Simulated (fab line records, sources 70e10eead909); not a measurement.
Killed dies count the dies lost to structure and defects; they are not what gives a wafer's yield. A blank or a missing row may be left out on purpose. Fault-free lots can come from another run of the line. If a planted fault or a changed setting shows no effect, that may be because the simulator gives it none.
Comparing a struck lot with a sound one | flow nandHarc | 15 steps out of a route of 1159
Sound: wafers L516.2, L516.4, L516.6. Wafers L527.3, L527.5, L527.6 were the ones struck. Last of all comes the cause.
At each step with rows: each side's tool, then ch and its chambers, then its first start. Under that, the readings that differ: sound wafers | struck wafers | difference of the means | sigmas: that difference in standard deviations of wafers without a fault.
alike: readings whose means differ by less than 2 such deviations, and words and numbers that are the same on both sides. not compared: withheld readings, readings that some wafer has no value for, bounds like >300 that may hide the same value, and numbers for which the record gives no deviation and whose values overlap.
The two part at a step that has a row with sigmas, a row that says differs or no value, or rows on one side only. Numbers that don't overlap but have no deviation are shown without sigmas and don't part them. Lack of a reading on every wafer of one side parts them only where that side has two or more wafers.

first, 1 step without rows for these wafers: NHARC_A_ONON_D1_DEP_03 (target thk 1000 nm).
NHARC_A_ONON_D1_THK_MEAS_05: measures by ellipsometry.
  sound on filmMetro-02 at day 7 20:31; struck on filmMetro-02 at day 10 14:09
  alike: thkNm
after that, 1 step with no rows for these wafers: NHARC_A_ONON_D1_DEP_06 (target thk 1000 nm).
NHARC_A_ONON_D1_THK_MEAS_08: measures by ellipsometry.
  sound on filmMetro-02 at day 7 21:05; struck on filmMetro-02 at day 10 14:43
  alike: thkNm
after that, 1 step with no rows for these wafers: NHARC_A_ONON_D1_DEP_09 (target thk 1000 nm).
NHARC_A_ONON_D1_THK_MEAS_11: measures by ellipsometry.
  sound on filmMetro-01 at day 7 21:40; struck on filmMetro-02 at day 10 15:17
  alike: thkNm
after that, 1 step with no rows for these wafers: NHARC_A_ONON_D1_DEP_12 (target thk 1000 nm).
NHARC_A_ONON_D1_THK_MEAS_14: measures by ellipsometry.
  sound on filmMetro-02 at day 7 22:14; struck on filmMetro-02 at day 10 15:51
  alike: thkNm
then, 2 steps without rows for these wafers: NHARC_A_ONON_D1_ANNEAL_15 (time 3600 s); NHARC_A_ONON_D1_DEP_16 (target thk 1000 nm).
NHARC_A_ONON_D1_THK_MEAS_18: measures by ellipsometry.
  sound on filmMetro-01 at day 8 05:53; struck on filmMetro-01 at day 10 22:57
reading    | sound       | struck         | difference | sigmas
thkNm (nm) | 986 987 988 | 1016 1018 1015 | +29        | +3
NHARC_A_ONON_D1_DEP_19: target thk 1000 nm.
  sound on pecvdOnon-02 ch 0, day 8 06:18; struck on pecvdOnon-03 ch 0, day 10 23:07
  alike: susceptorTempC
NHARC_A_ONON_D1_THK_MEAS_21: measures by ellipsometry.
  sound on filmMetro-01 at day 8 06:45; struck on filmMetro-01 at day 10 23:31
reading    | sound          | struck         | difference | sigmas
thkNm (nm) | 1014 1013 1014 | 1638 1638 1638 | +624       | +65
after that, 1 step with no rows for these wafers: NHARC_A_ONON_D1_DEP_22 (target thk 1000 nm).
-- jump in the record: it breaks off in module A_ONON_D1 and resumes in module END (first step shown: number 1159 of the route), and 11 days separate the struck wafers' starts before and after --
NHARC_END_SORT_01:
  sound on prober-02 ch 0, day 19 17:45; struck on prober-01 ch 0, day 21 20:35
reading       | sound    | struck      | difference | sigmas
killedAtArray | 12 10 17 | 675 676 675 | +662       | +66
killedDies    | 12 16 23 | 677 677 677 | +660       | +60
  alike: killedAtOther, killedAtPeriphery, killedOpen, killedShort

## WHERE THEY PART
Last at NHARC_END_SORT_01 as far as this record goes, first at NHARC_A_ONON_D1_THK_MEAS_18.

WHY: what had been put in by the simulator
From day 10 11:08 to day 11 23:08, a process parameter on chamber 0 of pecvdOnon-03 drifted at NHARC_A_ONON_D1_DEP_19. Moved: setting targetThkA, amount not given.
